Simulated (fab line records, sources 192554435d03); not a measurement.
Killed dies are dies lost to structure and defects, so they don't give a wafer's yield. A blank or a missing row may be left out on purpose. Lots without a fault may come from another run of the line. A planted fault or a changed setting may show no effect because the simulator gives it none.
Which tool did it? | flow n5_finfet | 11 lots, 33 wafers sampled, at 5 steps of a route of 1938

WHAT THE GAUGES READ, wafer by wafer
The record holds no reading of a measuring or inspecting step that can be judged against a usual standard deviation.

WHICH TOOL RAN EACH LOT (tool, then ch and the chambers of the sampled wafers, then the start)
lot  | N5_BEOL_M10_PRE_CLEAN_45     | N5_BEOL_M10_SURFACE_TREAT_76 | N5_BEOL_M10_SPUTTER_48       | N5_BEOL_M11_ETCH_62                | N5_PASSIVATION_PROBE_49
L630 | pvd_sputter-01, day 10 09:58 | pvd_sputter-01, day 10 10:20 | pvd_sputter-02, day 10 10:32 | rie_diel-05 ch 0,1,2, day 10 14:34 | -
L631 | pvd_sputter-03, day 10 14:29 | pvd_sputter-03, day 10 14:51 | pvd_sputter-03, day 10 15:05 | rie_diel-03 ch 1,2,3, day 10 18:40 | -
L638 | pvd_sputter-01, day 11 23:27 | pvd_sputter-02, day 11 23:51 | pvd_sputter-01, day 12 00:17 | rie_diel-03 ch 1,3, day 12 05:08   | -
L639 | pvd_sputter-01, day 12 08:52 | pvd_sputter-01, day 12 09:28 | pvd_sputter-01, day 12 09:51 | rie_diel-03 ch 1,2, day 12 14:02   | prober-02, day 14 06:37
L640 | pvd_sputter-02, day 12 17:36 | pvd_sputter-02, day 12 18:12 | pvd_sputter-03, day 12 18:23 | rie_diel-03 ch 0,1, day 12 21:47   | prober-02, day 14 11:56
L641 | pvd_sputter-03, day 13 00:16 | pvd_sputter-01, day 13 00:55 | pvd_sputter-03, day 13 01:14 | rie_diel-01 ch 0,2,3, day 13 05:04 | -
L642 | pvd_sputter-03, day 13 07:58 | pvd_sputter-03, day 13 08:22 | pvd_sputter-03, day 13 08:37 | rie_diel-05 ch 0,2,3, day 13 13:44 | -
L643 | pvd_sputter-02, day 13 17:56 | pvd_sputter-01, day 13 18:17 | pvd_sputter-03, day 13 19:12 | rie_diel-05 ch 0,2,3, day 13 22:17 | -
L645 | pvd_sputter-02, day 13 18:05 | pvd_sputter-03, day 13 19:10 | pvd_sputter-03, day 13 19:24 | rie_diel-01 ch 0,1,2, day 13 22:28 | prober-02, day 15 15:56
L647 | pvd_sputter-02, day 14 17:08 | pvd_sputter-01, day 14 17:31 | pvd_sputter-01, day 14 17:59 | rie_diel-05 ch 0,3, day 14 21:34   | -
L648 | pvd_sputter-03, day 15 00:39 | pvd_sputter-03, day 15 01:13 | pvd_sputter-01, day 15 02:28 | rie_diel-05 ch 0,1,2, day 15 06:15 | -
- N5_BEOL_M10_PRE_CLEAN_45: time 30 s.
- N5_BEOL_M10_SURFACE_TREAT_76
- N5_BEOL_M10_SPUTTER_48: material Cu, target thk 12 nm, time 2 s.
- N5_BEOL_M11_ETCH_62: etches SOC in N2/H2, target depth 110 nm, overetch 22 nm, time 165 s.
- N5_PASSIVATION_PROBE_49

WHAT THE TOOLS THEMSELVES READ (means of the sampled wafers that have a number; where no wafer has one, the mark that the record gives instead)
N5_BEOL_M10_PRE_CLEAN_45. Usual: heater_power_w 339 W, standard deviation 35; susceptor_temp_C 250.00 C, standard deviation 0.18.
lot  | tool           | heater_power_w (W) | susceptor_temp_C (C) | flag
L630 | pvd_sputter-01 | 346                | 250.01               |
L631 | pvd_sputter-03 | 318                | 250.02               |
L638 | pvd_sputter-01 | 364                | 249.84               |
L639 | pvd_sputter-01 | 341                | 250.13               |
L640 | pvd_sputter-02 | 354                | 249.92               |
L641 | pvd_sputter-03 | 328                | 250.02               |
L642 | pvd_sputter-03 | 351                | 250.00               |
L643 | pvd_sputter-02 | 358                | 249.97               |
L645 | pvd_sputter-02 | 325                | 250.13               |
L647 | pvd_sputter-02 | 341                | 250.12               |
L648 | pvd_sputter-03 | 354                | 249.84               |

N5_BEOL_M10_SPUTTER_48. Usual: bias_v 60.0 V, standard deviation 0.59; cathode_dc_power_W 26000 W, standard deviation 4.6; chuck_sensor_temp_C -15.8 C, standard deviation 0.41; susceptor_temp_C -20.00 C, standard deviation 0.11; throttle_valve_pct 29.9 %, standard deviation 1.4.
lot  | tool           | bias_v (V) | cathode_dc_power_W (W) | chuck_sensor_temp_C (C) | susceptor_temp_C (C) | throttle_valve_pct (%) | flag
L630 | pvd_sputter-02 | 60.3       | 26003                  | -15.9                   | -19.91               | 28.5                   |
L631 | pvd_sputter-03 | 60.3       | 26000                  | -15.6                   | -19.95               | 30.0                   |
L638 | pvd_sputter-01 | 60.4       | 25999                  | -15.8                   | -19.92               | 29.5                   |
L639 | pvd_sputter-01 | 59.8       | 25995                  | -15.9                   | -20.00               | 29.4                   |
L640 | pvd_sputter-03 | 59.3       | 25999                  | -15.7                   | -20.06               | 29.9                   |
L641 | pvd_sputter-03 | 60.3       | 26000                  | -15.8                   | -20.00               | 29.7                   |
L642 | pvd_sputter-03 | 60.7       | 25999                  | -15.9                   | -20.05               | 30.6                   |
L643 | pvd_sputter-03 | 60.2       | 25998                  | -15.6                   | -20.03               | 30.1                   |
L645 | pvd_sputter-03 | 60.2       | 25999                  | -16.1                   | -19.98               | 29.5                   |
L647 | pvd_sputter-01 | 59.8       | 25997                  | -16.0                   | -19.93               | 29.2                   |
L648 | pvd_sputter-01 | 60.3       | 26000                  | -15.8                   | -20.07               | 30.2                   |

N5_BEOL_M11_ETCH_62. Usual: bias_w 150.1 W, standard deviation 0.45; drypump_motor_current_A 5.6 A, standard deviation 0.59; oes_product_au 0.67 a.u., standard deviation 0.076; rf_vpp_V 524 V, standard deviation 3.2; showerhead_plenum_p_Torr 2.53 Torr, standard deviation 0.11; throttle_valve_pct 17.76 %, standard deviation 0.19.
lot  | tool        | bias_w (W) | drypump_motor_current_A (A) | oes_product_au (a.u.) | rf_vpp_V (V) | showerhead_plenum_p_Torr (Torr) | throttle_valve_pct (%) | flag
L630 | rie_diel-05 | 150.4      | 5.6                         | 0.71                  | 521          | 2.47                            | 17.81                  |
L631 | rie_diel-03 | 150.2      | 5.3                         | 0.63                  | 524          | 2.54                            | 17.70                  |
L638 | rie_diel-03 | 149.8      | 5.3                         | 0.62                  | 523          | 2.53                            | 17.73                  |
L639 | rie_diel-03 | 157.7      | 5.3                         | 0.61                  | 544          | 2.63                            | 17.73                  | OFF
L640 | rie_diel-03 | 157.4      | 5.4                         | 0.68                  | 542          | 2.61                            | 17.67                  | OFF
L641 | rie_diel-01 | 150.7      | 5.8                         | 0.71                  | 526          | 2.61                            | 17.83                  |
L642 | rie_diel-05 | 150.0      | 5.9                         | 0.63                  | 520          | 2.43                            | 17.82                  |
L643 | rie_diel-05 | 149.8      | 5.9                         | 0.63                  | 520          | 2.43                            | 17.82                  |
L645 | rie_diel-01 | 150.1      | 6.1                         | 0.70                  | 526          | 2.63                            | 17.87                  |
L647 | rie_diel-05 | 149.8      | 6.1                         | 0.64                  | 521          | 2.44                            | 17.82                  |
L648 | rie_diel-05 | 150.3      | 5.6                         | 0.66                  | 521          | 2.45                            | 17.86                  |

N5_PASSIVATION_PROBE_49. Usual: defect_limited_yield 91.1 %, standard deviation 1.3; killed_at_M0_to_M3 36, standard deviation 10; killed_at_M4_up 14, standard deviation 4.4; killed_at_contacts 14, standard deviation 5.7; killed_at_front_end 39, standard deviation 9.4; killed_at_other 2.9, standard deviation 2.6; killed_dies 105, standard deviation 15; killed_open 70, standard deviation 12; killed_short 34, standard deviation 7.1; sort_bin_5_function 5.3 %, standard deviation 0.77; sort_bin_6_memory 3.3 %, standard deviation 0.66; sort_n_pass 1075, standard deviation 15; sort_yield_pct 91.1 %, standard deviation 1.3.
lot  | tool      | defect_limited_yield (%) | killed_at_M0_to_M3 | killed_at_M4_up | killed_at_contacts | killed_at_front_end | killed_at_other | killed_dies | killed_open | killed_short | sort_bin_5_function (%) | sort_bin_6_memory (%) | sort_n_pass | sort_yield_pct (%) | flag
L639 | prober-02 | 91.2                     | 41                 | 15              | 11                 | 36                  | 1.0             | 104         | 74          | 29           | 5.5                     | 3.1                   | 1076        | 91.2               |
L640 | prober-02 | 93.6                     | 22                 | 11              | 13                 | 23                  | 6.0             | 75          | 48          | 25           | 3.8                     | 2.3                   | 1105        | 93.6               |
L645 | prober-02 | 91.5                     | 37                 | 11              | 15                 | 37                  | 1.3             | 101         | 69          | 32           | 5.1                     | 3.3                   | 1079        | 91.5               |

THE ANSWER, worked out from the rows above alone
Rule: a lot is off if the mean of its wafers that have a number lies more than 3 standard deviations from the usual mean. A lot without any number at a reading at which 4 lots or more have one is off too. The other lots that the step has rows for count as sound. The gauges are gone through in route order, then the tools' own readings, and for those a lot's mean is taken as printed above. The first step at which some lot is off is used, and at that step the reading that is off furthest; a lot without a number counts as furthest.
Off: L639, L640, at N5_BEOL_M11_ETCH_62 (bias_w).
A tool fits if, at that step or a process step before it, it ran every lot that is off, and no sound lot after the first of them. One fits: rie_diel-03 at N5_BEOL_M11_ETCH_62. Its last sound lot is L638 (day 12 05:08), its first lot that is off L639 (day 12 14:02): a fault that began between those two fits.
The tool's own readings at N5_BEOL_M11_ETCH_62 bear it out: on the lots that are off they differ by more than 5 times the standard deviation of the sound lots' means. bias_w reads 157.6 W there against 150.1 W on the sound lots; rf_vpp_V reads 543 V there against 522 V on the sound lots.

WHAT THE SIMULATOR HAD PUT IN
Process parameter drift: rie_diel-03, from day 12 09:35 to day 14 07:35, at N5_BEOL_M11_ETCH_62. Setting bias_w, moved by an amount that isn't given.
Lots struck among those shown: L639, L640. The rule above found the same.
